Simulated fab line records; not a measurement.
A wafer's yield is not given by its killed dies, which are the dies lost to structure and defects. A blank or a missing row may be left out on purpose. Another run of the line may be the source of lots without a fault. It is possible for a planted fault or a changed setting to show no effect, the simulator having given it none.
Which of the tools did it? / flow nand harc / Sampling: 7 lots, 21 wafers, 5 of 1302 route steps

WHAT THE GAUGES READ, wafer by wafer
NHARC_A_CHANNEL_HOLE_D1_CD_MEAS_30.
lot=L293; measured=day 9 12:18; on=cd sem-02; cd nm (nm)=89.3 91.3 89.7
lot=L298; measured=day 11 09:45; on=cd sem-01; cd nm (nm)=89.3 89.2 90.2
lot=L301; measured=day 12 14:56; on=cd sem-01; cd nm (nm)=91.5 89.9 89.8
lot=L304; measured=day 13 08:31; on=cd sem-01; cd nm (nm)=88.7 90.6 91.2
lot=L308; measured=day 15 16:13; on=cd sem-03; cd nm (nm)=90.7 90.0 90.2
lot=L311; measured=day 17 10:55; on=cd sem-03; cd nm (nm)=-0.2 -0.7 1.3
lot=L315; measured=day 18 23:23; on=cd sem-02; cd nm (nm)=91.7 90.8 91.0

WHAT TOOL EACH LOT RAN ON (gives the tool, then ch and the chambers of the sampled wafers, and finally the start)
lot=L293; NHARC_A_CHANNEL_HOLE_D1_ETCH_38=rie diel-01 ch 0,2,3, day 9 02:22; NHARC_A_CHANNEL_HOLE_D1_ETCH_20=har etch-01 ch 0,1, day 9 06:56; NHARC_A_CHANNEL_HOLE_D1_ETCH_24=har etch-01 ch 0,1, day 9 09:02; NHARC_A_CHANNEL_HOLE_D1_ETCH_26=har etch-01 ch 0,1, day 9 10:36
lot=L298; NHARC_A_CHANNEL_HOLE_D1_ETCH_38=rie diel-11 ch 1,2,3, day 10 21:32; NHARC_A_CHANNEL_HOLE_D1_ETCH_20=har etch-02 ch 0,1, day 11 04:19; NHARC_A_CHANNEL_HOLE_D1_ETCH_24=har etch-02 ch 0,1, day 11 06:20; NHARC_A_CHANNEL_HOLE_D1_ETCH_26=har etch-02 ch 0,1, day 11 08:00
lot=L301; NHARC_A_CHANNEL_HOLE_D1_ETCH_38=rie diel-11 ch 1,2,3, day 12 04:16; NHARC_A_CHANNEL_HOLE_D1_ETCH_20=har etch-02 ch 0, day 12 09:20; NHARC_A_CHANNEL_HOLE_D1_ETCH_24=har etch-02 ch 0, day 12 11:22; NHARC_A_CHANNEL_HOLE_D1_ETCH_26=har etch-02 ch 0, day 12 13:01
lot=L304; NHARC_A_CHANNEL_HOLE_D1_ETCH_38=rie diel-11 ch 1,2,3, day 13 01:50; NHARC_A_CHANNEL_HOLE_D1_ETCH_20=har etch-01 ch 0,1, day 13 03:07; NHARC_A_CHANNEL_HOLE_D1_ETCH_24=har etch-01 ch 0,1, day 13 05:08; NHARC_A_CHANNEL_HOLE_D1_ETCH_26=har etch-01 ch 0,1, day 13 06:47
lot=L308; NHARC_A_CHANNEL_HOLE_D1_ETCH_38=rie diel-11 ch 1,2,3, day 15 07:50; NHARC_A_CHANNEL_HOLE_D1_ETCH_20=har etch-02 ch 0,1, day 15 10:47; NHARC_A_CHANNEL_HOLE_D1_ETCH_24=har etch-02 ch 0,1, day 15 12:49; NHARC_A_CHANNEL_HOLE_D1_ETCH_26=har etch-02 ch 0,1, day 15 14:28
lot=L311; NHARC_A_CHANNEL_HOLE_D1_ETCH_38=rie diel-11 ch 0,1,3, day 17 04:15; NHARC_A_CHANNEL_HOLE_D1_ETCH_20=har etch-01 ch 0,1, day 17 05:35; NHARC_A_CHANNEL_HOLE_D1_ETCH_24=har etch-01 ch 0,1, day 17 07:44; NHARC_A_CHANNEL_HOLE_D1_ETCH_26=har etch-01 ch 0,1, day 17 09:12
lot=L315; NHARC_A_CHANNEL_HOLE_D1_ETCH_38=rie diel-11 ch 0,1,2, day 18 16:44; NHARC_A_CHANNEL_HOLE_D1_ETCH_20=har etch-02 ch 0,1, day 18 18:03; NHARC_A_CHANNEL_HOLE_D1_ETCH_24=har etch-02 ch 0,1, day 18 20:14; NHARC_A_CHANNEL_HOLE_D1_ETCH_26=har etch-02 ch 0,1, day 18 21:41
- NHARC_A_CHANNEL_HOLE_D1_ETCH_38: etches the open film in CF4, target depth 39 nm, time 65 s.
- NHARC_A_CHANNEL_HOLE_D1_ETCH_20: etches the open film in C4F8/O2/Ar, time 361.9 s, target depth 1600 nm.
- NHARC_A_CHANNEL_HOLE_D1_ETCH_24: etches the open film in C4F8/O2/Ar, time 906.2 s, target depth 1500 nm.
- NHARC_A_CHANNEL_HOLE_D1_ETCH_26: etches the open film in C4F8/O2/Ar, time 224.1 s, target depth 300 nm.

THE ANSWER, worked out from the rows above alone
Rule: usual is defined by the lots themselves. Put in order of their means at a reading, lots are off if they are a third of the lots or fewer, leave a main group of 4 or more, and stand apart from it by a gap of 3 or more times the standard deviation of the main group's means; of several such gaps the widest counts. If all means in a main group match to the digits the tables above print for the reading, that group is not used. A lot without any number at a reading at which 4 lots or more have one is off too. All remaining lots with rows at the step are treated as sound.
Off, at NHARC_A_CHANNEL_HOLE_D1_CD_MEAS_30 on cd nm: L311. Mean 90.3 nm and standard deviation 0.48 in the main group.
A tool fits if, at a process step before that reading, it ran every lot that is off, and no sound lot after the first of them. The gauges at NHARC_A_CHANNEL_HOLE_D1_CD_MEAS_30 are tried like those tools. 2 tools fit, har etch-01 at NHARC_A_CHANNEL_HOLE_D1_ETCH_20 and NHARC_A_CHANNEL_HOLE_D1_ETCH_24 and NHARC_A_CHANNEL_HOLE_D1_ETCH_26 and cd sem-03 at NHARC_A_CHANNEL_HOLE_D1_CD_MEAS_30, so this cannot tell which one it is.

WHAT THE SIMULATOR HAD INSERTED
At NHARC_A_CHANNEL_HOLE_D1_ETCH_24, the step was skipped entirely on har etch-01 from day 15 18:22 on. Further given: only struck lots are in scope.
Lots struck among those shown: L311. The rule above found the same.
